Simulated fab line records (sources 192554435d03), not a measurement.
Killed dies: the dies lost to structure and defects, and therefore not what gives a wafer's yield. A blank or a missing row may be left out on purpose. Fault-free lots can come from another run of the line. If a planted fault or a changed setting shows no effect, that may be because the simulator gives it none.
Chamber matching + flow n5 finfet + 4 sister chambers for N5_BEOL_M0_SAQP_DESCUM_19 on rie diel-01
The step chemistry O2, time 7.9 s. 14 wafers are shown with their chamber, then 7 later ones without.

## WAFERS, EACH WITH ITS CHAMBER
| wafer  | chamber | showerhead plenum p Torr (Torr) | drypump motor current A (A) | throttle valve pct (%) |
|--------|---------|---------------------------------|-----------------------------|------------------------|
| L074.4 | 2       | 2.05                            | 4.9                         | 20.22                  |
| L074.5 | 0       | 2.19                            | 5.7                         | 20.53                  |
| L074.6 | 1       | 2.01                            | 5.8                         | 20.12                  |
| L075.1 | 0       | 2.19                            | 5.8                         | 20.53                  |
| L075.3 | 2       | 2.05                            | 5.0                         | 20.20                  |
| L075.6 | 1       | 2.01                            | 5.8                         | 20.10                  |
| L082.2 | 3       | 2.03                            | 4.7                         | 20.25                  |
| L082.3 | 0       | 2.18                            | 5.8                         | 20.56                  |
| L082.6 | 0       | 2.18                            | 5.7                         | 20.54                  |
| L088.1 | 1       | 2.01                            | 5.8                         | 20.13                  |
| L088.4 | 2       | 2.04                            | 4.9                         | 20.26                  |
| L088.5 | 0       | 2.18                            | 5.8                         | 20.59                  |
| L090.3 | 0       | 2.18                            | 5.7                         | 20.56                  |
| L090.4 | 1       | 2.01                            | 5.8                         | 20.13                  |

SIGNATURES, as means of the wafers listed above
| reading                  | chamber 0 | chamber 1 | chamber 2 | chamber 3 | scatter within a chamber |
|--------------------------|-----------|-----------|-----------|-----------|--------------------------|
| showerhead plenum p Torr | 2.1833    | 2.0100    | 2.0467    | 2.0300    | 0.00447                  |
| drypump motor current A  | 5.750     | 5.800     | 4.933     | 4.700     | 0.0465                   |
| throttle valve pct       | 20.5517   | 20.1200   | 20.2267   | 20.2500   | 0.0227                   |
Rule: a wafer's distance from a chamber is the root of the sum, over the readings, of the square of ((its reading less the chamber's mean) divided by the reading's scatter). If the next closest chamber is less than 2 further off than the closest, the wafer can't be placed; otherwise it belongs to the closest. The scatter is the square root of a quotient: the sum, over the shown wafers, of each reading's squared deviation from its chamber's mean, divided by wafers minus chambers.

## WAFERS WITHOUT THEIR CHAMBER
| wafer  | showerhead plenum p Torr (Torr) | drypump motor current A (A) | throttle valve pct (%) |
|--------|---------------------------------|-----------------------------|------------------------|
| L090.6 | 2.01                            | 5.8                         | 20.14                  |
| L092.1 | 2.04                            | 4.9                         | 20.26                  |
| L092.2 | 2.03                            | 4.7                         | 20.26                  |
| L092.3 | 2.18                            | 5.7                         | 20.58                  |
| L096.3 | 2.00                            | 5.8                         | 20.15                  |
| L096.4 | 2.17                            | 5.8                         | 20.59                  |
| L096.6 | 2.02                            | 4.7                         | 20.27                  |

## WHICH CHAMBER EACH WENT THROUGH
| wafer  | from the rows above | in truth |
|--------|---------------------|----------|
| L090.6 | 1                   | 1        |
| L092.1 | 2                   | 2        |
| L092.2 | 3                   | 3        |
| L092.3 | 0                   | 0        |
| L096.3 | 1                   | 1        |
| L096.4 | 0                   | 0        |
| L096.6 | 3                   | 3        |
Placed correctly: 7 of 7. Number that these rows cannot place: 0. Number placed wrongly: 0.
